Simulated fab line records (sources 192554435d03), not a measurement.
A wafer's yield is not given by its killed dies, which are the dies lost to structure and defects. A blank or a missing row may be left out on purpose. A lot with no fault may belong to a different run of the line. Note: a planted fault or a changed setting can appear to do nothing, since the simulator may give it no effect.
fab line records + flow n5-finfet
[record]
- lots = 14
- wafers = 42
- last-day = 17
route steps=1938 shown BEOL_M11@1538
lots with no fault: from the same line, run without faults
start-h: start of the lot's first displayed wafer, in hours after the record's first day + wait-h: hours since the lot's step before + " repeats the value in the row above + L1.1+2: a single row standing in for several wafers + - either no value or no given start + * or withheld: withheld + < > ~ a bound
route shown NAME@n: names a module that has steps shown in the file, with the first one's number in the route + usual: average and standard deviation across the fault-free wafers + same: alike in all rows + chamber/n: place in a boat + sites: per-site readings + _std_site: their standard deviation + _edge_site: the outer-site mean with the inner-site mean subtracted + radius-mm: how far each site lies from the wafer's centre + mask NAME#n: copy n + behind: the tool/chamber that last shaped the wafer + hold: what put the lot on hold/how long, in hours/how the hold closed + device: the transistor (n, p or np) that didn't switch + end of line: the tests these same wafers got at the end of their route + a step given without rows: its recipe and nothing more + killed: the dies lost at the first sort to structure and to defects; this is not the yield of the wafer + map: shows each die of a wafer: x if killed, . if not, _ if none is there
set.NAME: setting as actually run; set.NAME@STEP: the setting as run at that earlier step + model.NAME: the simulator's own value behind a step, which no gauge read
one table for each step of the route and one row for each wafer, over a sample of lots
services: when a tool's chamber went out of use (start-h, in hours from the record's first day, below 0 if earlier), for how many hours, and the reason
[[steps]]
[step N5_BEOL_M11_THK_MEAS_01]
[recipe]
- reads = SiCOH_lowk_of_BEOL_M11_ILD_DEP_00
[usual]
- M11_ILD_THK = 268/3.1
| lot.wafer | tool          | chamber | start-h | wait-h | M11_ILD_THK[nm] |
|-----------|---------------|---------|---------|--------|-----------------|
| L433.1    | film-metro-02 | -       | 223.32  | 0.4    | 268             |
| L433.4    | "             | -       | "       | "      | 273             |
| L433.5    | "             | -       | "       | "      | 273             |
| L434.1    | film-metro-01 | -       | 227.71  | 0.4    | 267             |
| L434.4    | "             | -       | "       | "      | 269             |
| L434.6    | "             | -       | "       | "      | 268             |
| L435.1    | film-metro-01 | -       | 234.07  | 0.4    | 270             |
| L435.5    | "             | -       | "       | "      | 270             |
| L435.6    | "             | -       | "       | "      | 273             |
| L436.2    | film-metro-02 | -       | 236.02  | 0.4    | 262             |
| L436.5    | "             | -       | "       | "      | 268             |
| L436.6    | "             | -       | "       | "      | 268             |
| L438.1    | film-metro-02 | -       | 249.76  | 0.4    | 262             |
| L438.2    | "             | -       | "       | "      | 266             |
| L438.4    | "             | -       | "       | "      | 268             |
| L439.3    | film-metro-02 | -       | 263.93  | 0.3    | 270             |
| L439.4    | "             | -       | "       | "      | 272             |
| L439.5    | "             | -       | "       | "      | 269             |
| L445.1    | film-metro-01 | -       | 288.79  | 0.4    | 264             |
| L445.2    | "             | -       | "       | "      | 267             |
| L445.6    | "             | -       | "       | "      | 270             |
| L447.2    | film-metro-01 | -       | 302.58  | 0.4    | 266             |
| L447.3    | "             | -       | "       | "      | 269             |
| L447.5    | "             | -       | "       | "      | 267             |
| L450.2    | film-metro-02 | -       | 338.71  | 0.4    | 265             |
| L450.4    | "             | -       | "       | "      | 274             |
| L450.6    | "             | -       | "       | "      | 268             |
| L453.1    | film-metro-02 | -       | 350.28  | 0.4    | 271             |
| L453.3    | "             | -       | "       | "      | 268             |
| L453.5    | "             | -       | "       | "      | 275             |
| L452.1    | film-metro-02 | -       | 351.40  | 0.4    | 269             |
| L452.3    | "             | -       | "       | "      | 270             |
| L452.5    | "             | -       | "       | "      | 270             |
| L454.2    | film-metro-02 | -       | 365.10  | 0.4    | 268             |
| L454.3    | "             | -       | "       | "      | 264             |
| L454.4    | "             | -       | "       | "      | 270             |
| L456.1    | film-metro-01 | -       | 365.58  | 0.4    | 262             |
| L456.2    | "             | -       | "       | "      | 264             |
| L456.4    | "             | -       | "       | "      | 270             |
| L455.2    | film-metro-02 | -       | 367.91  | 0.4    | 264             |
| L455.4    | "             | -       | "       | "      | 273             |
| L455.6    | "             | -       | "       | "      | 270             |
[step N5_BEOL_M11_INSPECT_13]
[recipe]
- mode = adi
- inspect-instrument = brightfield
[usual]
- raw-defect-count = 398/86
| lot.wafer | tool              | chamber | start-h | wait-h | raw-defect-count |
|-----------|-------------------|---------|---------|--------|------------------|
| L433.1    | defect-inspect-02 | -       | 224.93  | 0.0    | 333              |
| L433.4    | "                 | -       | "       | "      | 296              |
| L433.5    | "                 | -       | "       | "      | 394              |
| L434.1    | defect-inspect-01 | -       | 230.37  | 0.0    | 510              |
| L434.4    | "                 | -       | "       | "      | 593              |
| L434.6    | "                 | -       | "       | "      | 641              |
| L435.1    | defect-inspect-02 | -       | 234.86  | 0.0    | 506              |
| L435.5    | "                 | -       | "       | "      | 388              |
| L435.6    | "                 | -       | "       | "      | 481              |
| L436.2    | defect-inspect-01 | -       | 238.27  | 0.0    | 266              |
| L436.5    | "                 | -       | "       | "      | 339              |
| L436.6    | "                 | -       | "       | "      | 331              |
| L438.1    | defect-inspect-01 | -       | 252.23  | 0.0    | 339              |
| L438.2    | "                 | -       | "       | "      | 316              |
| L438.4    | "                 | -       | "       | "      | 292              |
| L439.3    | defect-inspect-01 | -       | 266.33  | 0.0    | 342              |
| L439.4    | "                 | -       | "       | "      | 410              |
| L439.5    | "                 | -       | "       | "      | 450              |
| L445.1    | defect-inspect-01 | -       | 291.12  | 0.0    | 448              |
| L445.2    | "                 | -       | "       | "      | 460              |
| L445.6    | "                 | -       | "       | "      | 510              |
| L447.2    | defect-inspect-02 | -       | 304.84  | 0.0    | 334              |
| L447.3    | "                 | -       | "       | "      | 318              |
| L447.5    | "                 | -       | "       | "      | 320              |
| L450.2    | defect-inspect-02 | -       | 340.51  | 0.0    | 287              |
| L450.4    | "                 | -       | "       | "      | 307              |
| L450.6    | "                 | -       | "       | "      | 348              |
| L453.1    | defect-inspect-02 | -       | 351.56  | 0.0    | 384              |
| L453.3    | "                 | -       | "       | "      | 349              |
| L453.5    | "                 | -       | "       | "      | 256              |
| L452.1    | defect-inspect-01 | -       | 354.15  | 0.0    | 299              |
| L452.3    | "                 | -       | "       | "      | 400              |
| L452.5    | "                 | -       | "       | "      | 344              |
| L454.2    | defect-inspect-01 | -       | 366.01  | 0.0    | 473              |
| L454.3    | "                 | -       | "       | "      | 501              |
| L454.4    | "                 | -       | "       | "      | 455              |
| L456.1    | defect-inspect-01 | -       | 366.56  | 0.0    | 284              |
| L456.2    | "                 | -       | "       | "      | 412              |
| L456.4    | "                 | -       | "       | "      | 275              |
| L455.2    | defect-inspect-01 | -       | 370.08  | 0.0    | 487              |
| L455.4    | "                 | -       | "       | "      | 587              |
| L455.6    | "                 | -       | "       | "      | 402              |
[step N5_BEOL_M11_ETCH_62]
[recipe]
- chemistry = N2/H2
- target = SOC
- target-depth-a = 1100
- overetch-a = 220
- mask-material = SiARC
- temp-c = 40
- time-s = 165
- ion-energy-ev = 200
- pressure-mtorr = 30
- source-w = 840
- bias-w = 150
- n2-flow-sccm = 200
- h2-flow-sccm = 200
[usual]
- bias-w = 150.0/0.47
- chamber-pressure-mTorr = 30.001/0.026
- drypump-motor-current-A = 5.8/0.46
- oes-product-au = 0.67/0.078
- rf-vpp-V = 524.7/2.8
- showerhead-plenum-p-Torr = 2.57/0.099
- throttle-valve-pct = 17.97/0.22
| lot.wafer | tool        | chamber | start-h | wait-h | bias-w | chamber-pressure-mTorr | drypump-motor-current-A | oes-product-au | rf-hours-counter-h | rf-vpp-V | showerhead-plenum-p-Torr | throttle-valve-pct |
|-----------|-------------|---------|---------|--------|--------|------------------------|-------------------------|----------------|--------------------|----------|--------------------------|--------------------|
| L433.1    | rie-diel-02 | 0       | 225.05  | 0.0    | 150.1  | 30.001                 | 6.2                     | 0.61           | 194                | 521.3    | 2.42                     | 18.03              |
| L433.4    | "           | 0       | "       | "      | 149.8  | 30.009                 | 6.2                     | 0.61           | -                  | 520.3    | 2.42                     | 18.01              |
| L433.5    | "           | 3       | "       | "      | 150.3  | 30.003                 | 6.2                     | 0.77           | -                  | 529.2    | 2.70                     | 17.47              |
| L434.1    | rie-diel-05 | 2       | 230.49  | 0.0    | 150.0  | 29.975                 | 6.0                     | 0.60           | 232                | 524.2    | 2.62                     | 17.95              |
| L434.4    | "           | 3       | "       | "      | 150.2  | 29.984                 | 6.6                     | 0.63           | 189                | 526.1    | 2.62                     | 18.31              |
| L434.6    | "           | 0       | "       | "      | 150.2  | 29.986                 | 5.5                     | 0.64           | -                  | 525.6    | 2.64                     | 17.90              |
| L435.1    | rie-diel-05 | 1       | 234.99  | 0.0    | 149.2  | 29.959                 | 6.2                     | 0.65           | 135                | 517.3    | 2.35                     | 18.05              |
| L435.5    | "           | 0       | "       | "      | 149.5  | 30.016                 | 5.5                     | 0.63           | -                  | 527.0    | 2.64                     | 17.90              |
| L435.6    | "           | 3       | "       | "      | 150.5  | 29.995                 | 6.6                     | 0.63           | -                  | 527.4    | 2.62                     | 18.32              |
| L436.2    | rie-diel-02 | 1       | 238.58  | 0.0    | -      | -                      | -                       | -              | -                  | -        | -                        | -                  |
| L436.5    | "           | 1       | "       | "      | -      | -                      | -                       | -              | -                  | -        | -                        | -                  |
| L436.6    | "           | 2       | "       | "      | -      | -                      | -                       | -              | -                  | -        | -                        | -                  |
| L438.1    | rie-diel-06 | 3       | 252.35  | 0.0    | -      | -                      | -                       | -              | -                  | -        | -                        | -                  |
| L438.2    | "           | 2       | "       | "      | -      | -                      | -                       | -              | -                  | -        | -                        | -                  |
| L438.4    | "           | 0       | "       | "      | -      | -                      | -                       | -              | -                  | -        | -                        | -                  |
| L439.3    | rie-diel-06 | 3       | 266.50  | 0.0    | 149.8  | 30.050                 | 5.7                     | 0.58           | 246                | 524.6    | 2.61                     | 18.33              |
| L439.4    | "           | 0       | "       | "      | 150.7  | 29.996                 | 4.9                     | 0.73           | 70                 | 525.2    | 2.58                     | 18.03              |
| L439.5    | "           | 2       | "       | "      | 150.4  | 30.006                 | 5.9                     | 0.80           | -                  | 525.2    | 2.61                     | 17.74              |
| L445.1    | rie-diel-02 | 3       | 291.34  | 0.0    | 151.3  | 29.968                 | 6.2                     | 0.75           | 35                 | 527.9    | 2.69                     | 17.51              |
| L445.2    | "           | 0       | "       | "      | 150.2  | 29.953                 | 6.2                     | 0.60           | 213                | 520.9    | 2.41                     | 18.04              |
| L445.6    | "           | 0       | "       | "      | 150.1  | 29.992                 | 6.1                     | 0.59           | -                  | 519.5    | 2.41                     | 18.04              |
| L447.2    | rie-diel-05 | 1       | 304.96  | 0.0    | 150.3  | 30.004                 | 6.2                     | 0.64           | 157                | 518.1    | 2.34                     | 18.07              |
| L447.3    | "           | 0       | "       | "      | 149.5  | 29.980                 | 5.5                     | 0.62           | 209                | 526.8    | 2.63                     | 17.96              |
| L447.5    | "           | 3       | "       | "      | 150.5  | 29.970                 | 6.6                     | 0.61           | -                  | 526.3    | 2.61                     | 18.33              |
| L450.2    | rie-diel-06 | 0       | 340.63  | 0.0    | 150.2  | 30.029                 | 5.0                     | 0.71           | 89                 | 525.8    | 2.57                     | 18.10              |
| L450.4    | "           | 2       | "       | "      | 150.1  | 29.967                 | 5.9                     | 0.76           | -                  | 525.3    | 2.60                     | 17.77              |
| L450.6    | "           | 0       | "       | "      | 149.8  | 30.004                 | 4.9                     | 0.71           | -                  | 525.0    | 2.57                     | 18.09              |
| L453.1    | rie-diel-05 | 0       | 351.68  | 0.0    | 150.4  | 30.091                 | 5.5                     | 0.60           | 226                | 528.0    | 2.63                     | 17.97              |
| L453.3    | "           | 1       | "       | "      | 149.8  | 30.017                 | 6.2                     | 0.63           | 173                | 517.9    | 2.33                     | 18.11              |
| L453.5    | "           | 0       | "       | "      | 150.3  | 30.035                 | 5.5                     | 0.61           | -                  | 527.6    | 2.63                     | 17.99              |
| L452.1    | rie-diel-06 | 2       | 354.27  | 0.0    | 149.5  | 29.985                 | 5.9                     | 0.75           | 34                 | 524.6    | 2.60                     | 17.78              |
| L452.3    | "           | 3       | "       | "      | 149.9  | 30.010                 | 5.7                     | 0.80           | 16                 | 525.6    | 2.60                     | 17.96              |
| L452.5    | "           | 1       | "       | "      | 149.7  | 29.986                 | 5.4                     | 0.82           | -                  | 521.3    | 2.49                     | 17.59              |
| L454.2    | rie-diel-06 | 3       | 366.19  | 0.0    | 148.6  | 30.013                 | 5.7                     | 0.79           | 21                 | 525.7    | 2.60                     | 17.97              |
| L454.3    | "           | 0       | "       | "      | 149.3  | 30.003                 | 4.9                     | 0.70           | 95                 | 523.1    | 2.57                     | 18.09              |
| L454.4    | "           | 0       | "       | "      | 149.4  | 29.989                 | 4.9                     | 0.70           | -                  | 524.1    | 2.57                     | 18.09              |
| L456.1    | rie-diel-06 | 2       | 366.87  | 0.0    | 150.0  | 30.007                 | 5.9                     | 0.77           | 39                 | 524.4    | 2.59                     | 17.80              |
| L456.2    | "           | 3       | "       | "      | 149.9  | 30.036                 | 5.7                     | 0.79           | 21                 | 526.2    | 2.60                     | 17.96              |
| L456.4    | "           | 0       | "       | "      | 150.3  | 30.000                 | 4.9                     | 0.70           | -                  | 525.4    | 2.57                     | 18.10              |
| L455.2    | rie-diel-02 | 2       | 370.20  | 0.0    | 150.0  | 30.034                 | 5.3                     | 0.61           | 187                | 525.5    | 2.63                     | 18.00              |
| L455.4    | "           | 2       | "       | "      | 150.0  | 30.022                 | 5.3                     | 0.61           | -                  | 524.9    | 2.63                     | 18.01              |
| L455.6    | "           | 3       | "       | "      | 149.8  | 30.013                 | 6.2                     | 0.71           | -                  | 528.0    | 2.68                     | 17.56              |
[step N5_BEOL_M11_HM_OPEN_17]
[recipe]
- chemistry = Cl2/BCl3
- target-depth-a = 200
- overetch-a = 60
- target = TiN
- mask-material = SOC
- ion-energy-ev = 150
- pressure-mtorr = 10
- icp-w = 1000
- bias-w = 126
- Cl2_flow_sccm = 53.25
- bcl3-flow-sccm = 21.75
- Ar_flow_sccm = 25
[usual]
- drypump-motor-current-A = 5.8/0.57
- oes-product-au = 0.64/0.089
- throttle-valve-pct = 22.14/0.096
| lot.wafer | tool         | chamber | start-h | wait-h | drypump-motor-current-A | oes-product-au | rf-hours-counter-h | throttle-valve-pct |
|-----------|--------------|---------|---------|--------|-------------------------|----------------|--------------------|--------------------|
| L433.1    | rie-metal-01 | 1       | 225.24  | 0.0    | 5.8                     | 0.57           | 93                 | 22.23              |
| L433.4    | "            | 1       | "       | "      | 5.9                     | 0.57           | -                  | 22.23              |
| L433.5    | "            | 1       | "       | "      | 5.9                     | 0.57           | -                  | 22.24              |
| L434.1    | rie-metal-03 | 1       | 230.67  | 0.0    | 5.0                     | 0.56           | 106                | 22.20              |
| L434.4    | "            | 1       | "       | "      | 5.0                     | 0.55           | -                  | 22.19              |
| L434.6    | "            | 1       | "       | "      | 5.0                     | 0.56           | -                  | 22.19              |
| L435.1    | rie-metal-01 | 1       | 235.18  | 0.0    | 5.8                     | 0.56           | 94                 | 22.25              |
| L435.5    | "            | 0       | "       | "      | 5.3                     | 0.71           | -                  | 22.20              |
| L435.6    | "            | 1       | "       | "      | 5.9                     | 0.56           | -                  | 22.26              |
| L436.2    | rie-metal-01 | 1       | 238.77  | 0.0    | 5.8                     | 0.24           | 94                 | 22.89              |
| L436.5    | "            | 1       | "       | "      | 5.8                     | 0.24           | -                  | 22.87              |
| L436.6    | "            | 0       | "       | "      | 5.3                     | 0.31           | -                  | 22.86              |
| L438.1    | rie-metal-02 | 1       | 252.54  | 0.0    | 6.1                     | 0.27           | 67                 | 22.66              |
| L438.2    | "            | 0       | "       | "      | 6.5                     | 0.28           | 45                 | 22.73              |
| L438.4    | "            | 0       | "       | "      | 6.6                     | 0.28           | -                  | 22.72              |
| L439.3    | rie-metal-03 | 0       | 266.72  | 0.1    | 6.3                     | 0.83           | -                  | 22.01              |
| L439.4    | "            | 1       | "       | "      | 5.0                     | 0.56           | -                  | 22.21              |
| L439.5    | "            | 0       | "       | "      | 6.3                     | 0.83           | -                  | 22.00              |
| L445.1    | rie-metal-02 | 0       | 291.53  | 0.0    | 6.6                     | 0.64           | 48                 | 22.08              |
| L445.2    | "            | 1       | "       | "      | 6.1                     | 0.60           | 70                 | 22.04              |
| L445.6    | "            | 1       | "       | "      | 6.1                     | 0.60           | -                  | 22.04              |
| L447.2    | rie-metal-01 | 0       | 305.15  | 0.0    | 5.3                     | 0.68           | 28                 | 22.21              |
| L447.3    | "            | 1       | "       | "      | 5.9                     | 0.56           | -                  | 22.27              |
| L447.5    | "            | 0       | "       | "      | 5.3                     | 0.68           | -                  | 22.20              |
| L450.2    | rie-metal-01 | 0       | 340.83  | 0.0    | 5.3                     | 0.67           | 32                 | 22.25              |
| L450.4    | "            | 1       | "       | "      | 5.9                     | 0.55           | -                  | 22.26              |
| L450.6    | "            | 1       | "       | "      | 5.8                     | 0.54           | -                  | 22.29              |
| L453.1    | rie-metal-02 | 0       | 351.86  | 0.0    | 6.5                     | 0.61           | 54                 | 22.11              |
| L453.3    | "            | 1       | "       | "      | 6.1                     | 0.58           | -                  | 22.03              |
| L453.5    | "            | 0       | "       | "      | 6.6                     | 0.62           | -                  | 22.08              |
| L452.1    | rie-metal-02 | 0       | 354.45  | 0.0    | 6.6                     | 0.61           | 54                 | 22.10              |
| L452.3    | "            | 1       | "       | "      | 6.1                     | 0.58           | -                  | 22.06              |
| L452.5    | "            | 0       | "       | "      | 6.6                     | 0.62           | -                  | 22.09              |
| L454.2    | rie-metal-03 | 0       | 366.38  | 0.0    | 6.3                     | 0.76           | 11                 | 22.04              |
| L454.3    | "            | 1       | "       | "      | 5.0                     | 0.82           | -                  | 22.00              |
| L454.4    | "            | 0       | "       | "      | 6.3                     | 0.77           | -                  | 22.03              |
| L456.1    | rie-metal-02 | 0       | 367.07  | 0.0    | 6.5                     | 0.62           | 55                 | 22.09              |
| L456.2    | "            | 1       | "       | "      | 6.1                     | 0.59           | 77                 | 22.04              |
| L456.4    | "            | 0       | "       | "      | 6.5                     | 0.62           | -                  | 22.10              |
| L455.2    | rie-metal-03 | 0       | 370.40  | 0.0    | 6.3                     | 0.77           | 12                 | 22.00              |
| L455.4    | "            | 1       | "       | "      | 5.0                     | 0.83           | -                  | 22.01              |
| L455.6    | "            | 0       | "       | "      | 6.3                     | 0.78           | -                  | 22.03              |
[step N5_BEOL_M11_STRIP_19]
[recipe]
- chemistry = O2
- power-w = 400
- temp-c = 40
- pressure-mtorr = 30
- rf-frequency-hz = 6e+07
- bias-power-w = 0
- overash-fraction = 0.2
- o2-flow-sccm = 225
[usual]
- drypump-motor-current-A = 5.8/0.46
- oes-product-au = 0.80/0.1
- rf-vpp-V = 3.6/0.58
- showerhead-plenum-p-Torr = 2.11/0.085
- throttle-valve-pct = 16.76/0.21
| lot.wafer | tool        | chamber | start-h | wait-h | drypump-motor-current-A | oes-product-au | rf-hours-counter-h | rf-vpp-V | showerhead-plenum-p-Torr | throttle-valve-pct |
|-----------|-------------|---------|---------|--------|-------------------------|----------------|--------------------|----------|--------------------------|--------------------|
| L433.1    | rie-diel-06 | 3       | 225.47  | 0.2    | 5.6                     | 0.70           | 232                | 3.7      | 2.15                     | 17.04              |
| L433.4    | "           | 3       | "       | "      | 5.6                     | 0.69           | -                  | 3.5      | 2.15                     | 17.02              |
| L433.5    | "           | 0       | "       | "      | 5.0                     | 0.87           | -                  | 3.1      | 2.13                     | 16.65              |
| L434.1    | rie-diel-05 | 0       | 230.87  | 0.2    | 5.5                     | 0.75           | 187                | 4.1      | 2.18                     | 16.80              |
| L434.4    | "           | 1       | "       | "      | 6.2                     | 0.78           | 135                | 3.4      | 1.93                     | 16.86              |
| L434.6    | "           | 0       | "       | "      | 5.5                     | 0.74           | -                  | 3.3      | 2.18                     | 16.81              |
| L435.1    | rie-diel-05 | 2       | 235.34  | 0.1    | 6.1                     | 0.70           | 233                | 3.0      | 2.15                     | 16.79              |
| L435.5    | "           | 1       | "       | "      | 6.2                     | 0.76           | -                  | 4.0      | 1.93                     | 16.85              |
| L435.6    | "           | 0       | "       | "      | 5.5                     | 0.73           | -                  | 3.1      | 2.18                     | 16.80              |
| L436.2    | rie-diel-02 | 0       | 238.99  | 0.2    | 6.2                     | 0.70           | 199                | 3.3      | 1.99                     | 16.89              |
| L436.5    | "           | 1       | "       | "      | 5.4                     | 0.74           | -                  | 3.7      | 2.17                     | 16.62              |
| L436.6    | "           | 0       | "       | "      | 6.1                     | 0.71           | -                  | 2.9      | 1.99                     | 16.89              |
| L438.1    | rie-diel-02 | 0       | 252.65  | 0.1    | 6.1                     | 0.70           | 201                | 2.8      | 1.99                     | 16.89              |
| L438.2    | "           | 3       | "       | "      | 6.2                     | 0.90           | 23                 | 3.8      | 2.24                     | 16.39              |
| L438.4    | "           | 1       | "       | "      | 5.5                     | 0.73           | 212                | 4.0      | 2.16                     | 16.64              |
| L439.3    | rie-diel-06 | 3       | 266.80  | 0.1    | 5.6                     | 0.68           | 246                | 2.6      | 2.15                     | 17.06              |
| L439.4    | "           | 0       | "       | "      | 4.9                     | 0.84           | 70                 | 4.0      | 2.12                     | 16.68              |
| L439.5    | "           | 3       | "       | "      | 5.7                     | 0.68           | -                  | 4.0      | 2.15                     | 17.06              |
| L445.1    | rie-diel-05 | 3       | 291.64  | 0.1    | 6.6                     | 0.72           | 208                | 3.3      | 2.16                     | 17.12              |
| L445.2    | "           | 1       | "       | "      | 6.2                     | 0.76           | 151                | 3.0      | 1.93                     | 16.90              |
| L445.6    | "           | 3       | "       | "      | 6.6                     | 0.72           | -                  | 3.8      | 2.16                     | 17.12              |
| L447.2    | rie-diel-06 | 0       | 305.33  | 0.2    | 4.9                     | 0.84           | 80                 | 4.4      | 2.12                     | 16.71              |
| L447.3    | "           | 3       | "       | "      | 5.6                     | 0.99           | 3                  | 4.1      | 2.14                     | 16.62              |
| L447.5    | "           | 3       | "       | "      | 5.6                     | 1.01           | -                  | 4.8      | 2.14                     | 16.64              |
| L450.2    | rie-diel-06 | 3       | 340.94  | 0.1    | 5.7                     | 0.96           | 12                 | 2.9      | 2.14                     | 16.64              |
| L450.4    | "           | 3       | "       | "      | 5.7                     | 0.95           | -                  | 4.6      | 2.14                     | 16.63              |
| L450.6    | "           | 0       | "       | "      | 4.9                     | 0.83           | -                  | 2.3      | 2.12                     | 16.72              |
| L453.1    | rie-diel-06 | 2       | 351.98  | 0.1    | 5.9                     | 0.91           | 33                 | 3.1      | 2.14                     | 16.54              |
| L453.3    | "           | 1       | "       | "      | 5.4                     | 0.98           | 2                  | 4.3      | 2.06                     | 16.46              |
| L453.5    | "           | 3       | "       | "      | 5.6                     | 0.94           | -                  | 4.2      | 2.14                     | 16.65              |
| L452.1    | rie-diel-05 | 1       | 354.57  | 0.1    | 6.2                     | 0.74           | 174                | 3.3      | 1.92                     | 16.95              |
| L452.3    | "           | 2       | "       | "      | 6.0                     | 0.95           | 9                  | 3.4      | 2.15                     | 16.40              |
| L452.5    | "           | 1       | "       | "      | 6.2                     | 0.75           | -                  | 3.1      | 1.92                     | 16.92              |
| L454.2    | rie-diel-06 | 0       | 366.75  | 0.3    | 5.0                     | 0.82           | 95                 | 3.2      | 2.11                     | 16.71              |
| L454.3    | "           | 3       | "       | "      | 5.6                     | 0.94           | 21                 | 3.8      | 2.14                     | 16.67              |
| L454.4    | "           | 0       | "       | "      | 5.0                     | 0.82           | -                  | 3.5      | 2.11                     | 16.72              |
| L456.1    | rie-diel-05 | 0       | 367.18  | 0.1    | 5.5                     | 0.71           | 231                | 2.8      | 2.16                     | 16.88              |
| L456.2    | "           | 1       | "       | "      | 6.2                     | 0.74           | 178                | 3.5      | 1.92                     | 16.94              |
| L456.4    | "           | 3       | "       | "      | 6.6                     | 0.71           | 234                | 3.9      | 2.15                     | 17.19              |
| L455.2    | rie-diel-02 | 2       | 370.51  | 0.1    | 5.3                     | 0.72           | 188                | 3.4      | 2.18                     | 16.93              |
| L455.4    | "           | 3       | "       | "      | 6.2                     | 0.84           | -                  | 3.5      | 2.23                     | 16.45              |
| L455.6    | "           | 0       | "       | "      | 6.2                     | 0.67           | -                  | 3.3      | 1.98                     | 16.95              |
[step N5_BEOL_M11_CD_MEAS_18]
[recipe]
- pitch-nm = 140
- target-cd-nm = 70
[usual]
- cd-nm = 69.8/0.51
| lot.wafer | tool      | chamber | start-h | wait-h | cd-nm |
|-----------|-----------|---------|---------|--------|-------|
| L433.1    | cd-sem-03 | -       | 225.54  | 0.0    | 69.8  |
| L433.4    | "         | -       | "       | "      | 70.3  |
| L433.5    | "         | -       | "       | "      | 70.0  |
| L434.1    | cd-sem-02 | -       | 230.94  | 0.0    | 69.6  |
| L434.4    | "         | -       | "       | "      | 69.7  |
| L434.6    | "         | -       | "       | "      | 69.9  |
| L435.1    | cd-sem-03 | -       | 235.41  | 0.0    | 70.0  |
| L435.5    | "         | -       | "       | "      | 70.8  |
| L435.6    | "         | -       | "       | "      | 70.1  |
| L436.2    | cd-sem-01 | -       | 239.06  | 0.1    | -     |
| L436.5    | "         | -       | "       | "      | -     |
| L436.6    | "         | -       | "       | "      | -     |
| L438.1    | cd-sem-01 | -       | 252.72  | 0.0    | -     |
| L438.2    | "         | -       | "       | "      | -     |
| L438.4    | "         | -       | "       | "      | -     |
| L439.3    | cd-sem-02 | -       | 266.87  | 0.1    | 69.3  |
| L439.4    | "         | -       | "       | "      | 70.0  |
| L439.5    | "         | -       | "       | "      | 69.9  |
| L445.1    | cd-sem-01 | -       | 291.71  | 0.0    | 69.2  |
| L445.2    | "         | -       | "       | "      | 69.7  |
| L445.6    | "         | -       | "       | "      | 70.0  |
| L447.2    | cd-sem-02 | -       | 305.40  | 0.1    | 70.0  |
| L447.3    | "         | -       | "       | "      | 69.5  |
| L447.5    | "         | -       | "       | "      | 69.8  |
| L450.2    | cd-sem-01 | -       | 341.01  | 0.1    | 69.5  |
| L450.4    | "         | -       | "       | "      | 69.5  |
| L450.6    | "         | -       | "       | "      | 69.4  |
| L453.1    | cd-sem-02 | -       | 352.05  | 0.0    | 69.3  |
| L453.3    | "         | -       | "       | "      | 69.6  |
| L453.5    | "         | -       | "       | "      | 69.3  |
| L452.1    | cd-sem-03 | -       | 354.64  | 0.0    | 69.0  |
| L452.3    | "         | -       | "       | "      | 69.5  |
| L452.5    | "         | -       | "       | "      | 70.1  |
| L454.2    | cd-sem-01 | -       | 366.82  | 0.1    | 70.3  |
| L454.3    | "         | -       | "       | "      | 70.3  |
| L454.4    | "         | -       | "       | "      | 70.8  |
| L456.1    | cd-sem-03 | -       | 367.25  | 0.0    | 70.0  |
| L456.2    | "         | -       | "       | "      | 70.5  |
| L456.4    | "         | -       | "       | "      | 69.3  |
| L455.2    | cd-sem-01 | -       | 370.58  | 0.1    | 69.5  |
| L455.4    | "         | -       | "       | "      | 70.6  |
| L455.6    | "         | -       | "       | "      | 69.9  |
[[services]]
| tool         | chamber | start-h | hours | kind                          |
|--------------|---------|---------|-------|-------------------------------|
| rie-diel-06  | 2       | 212.43  | -     | clean                         |
| rie-diel-06  | 2       | 212.43  | -     | consumable-replace:focus-ring |
| rie-diel-06  | 2       | 212.43  | 23.1  | scheduled-down                |
| rie-diel-06  | 2       | 212.43  | 23.1  | vent-cycle                    |
| rie-metal-02 | -       | 234.31  | 0.4   | repair                        |
| rie-metal-01 | 0       | 255.06  | 3.6   | repair                        |
| rie-diel-02  | 3       | 265.75  | 4.8   | repair                        |
| rie-diel-06  | 3       | 283.42  | -     | clean                         |
| rie-diel-06  | 3       | 283.42  | -     | consumable-replace:focus-ring |
| rie-diel-06  | 3       | 283.42  | 15.8  | scheduled-down                |
| rie-diel-06  | 3       | 283.42  | 15.8  | vent-cycle                    |
| rie-diel-05  | 2       | 290.86  | -     | clean                         |
| rie-diel-05  | 2       | 290.86  | -     | consumable-replace:focus-ring |
| rie-diel-05  | 2       | 290.86  | 36.0  | scheduled-down                |
| rie-diel-05  | 2       | 290.86  | 36.0  | vent-cycle                    |
| rie-metal-03 | -       | 293.92  | 3.5   | repair                        |
| rie-diel-06  | 0       | 294.17  | 6.8   | repair                        |
| rie-metal-02 | 1       | 295.89  | 2.2   | repair                        |
| rie-diel-02  | 2       | 312.93  | 29.5  | repair                        |
| rie-diel-06  | 1       | 331.18  | -     | clean                         |
| rie-diel-06  | 1       | 331.18  | -     | consumable-replace:focus-ring |
| rie-diel-06  | 1       | 331.18  | 13.8  | scheduled-down                |
| rie-diel-06  | 1       | 331.18  | 13.8  | vent-cycle                    |
| rie-diel-06  | 1       | 360.25  | 11.1  | repair                        |
[[key]]
[first-sign]
- step = N5_BEOL_M11_ETCH_62
- reading = tool-record
- direction = missing
[effect]
- step = N5_BEOL_M11_HM_OPEN_17
- reading = oes-product-au
- direction = down
- sigmas = 4.1
- usual = 0.64
- struck = 0.27
[effect]
- step = N5_BEOL_M11_CD_MEAS_18
- reading = cd-nm
- direction = missing
met-at N5_BEOL_M11_ETCH_62
struck-lots L436,L438
later-rows-left-out L436.2,L436.5,L436.6,L438.1,L438.2,L438.4
sort-left-out L436.2,L436.5,L436.6,L438.1,L438.2,L438.4
not-acting-at N5_BEOL_M11_THK_MEAS_01,N5_BEOL_M11_INSPECT_13,N5_BEOL_M11_STRIP_19
onset-between 225.05 238.58
[fault]
- kind = skipped-step-whole
- tool = rie-diel-02,rie-diel-06
- chamber = -
- onset-h = 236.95
- steps = N5_BEOL_M11_ETCH_62
- scope = struck-lots-only
// sort-left-out: the simulated sort isn't trusted on such a fault, so these wafers' sort isn't shown, and their yield isn't known
// later-rows-left-out: the simulator's readings of these wafers behind a module that went badly wrong aren't trusted and aren't shown, but for the sort
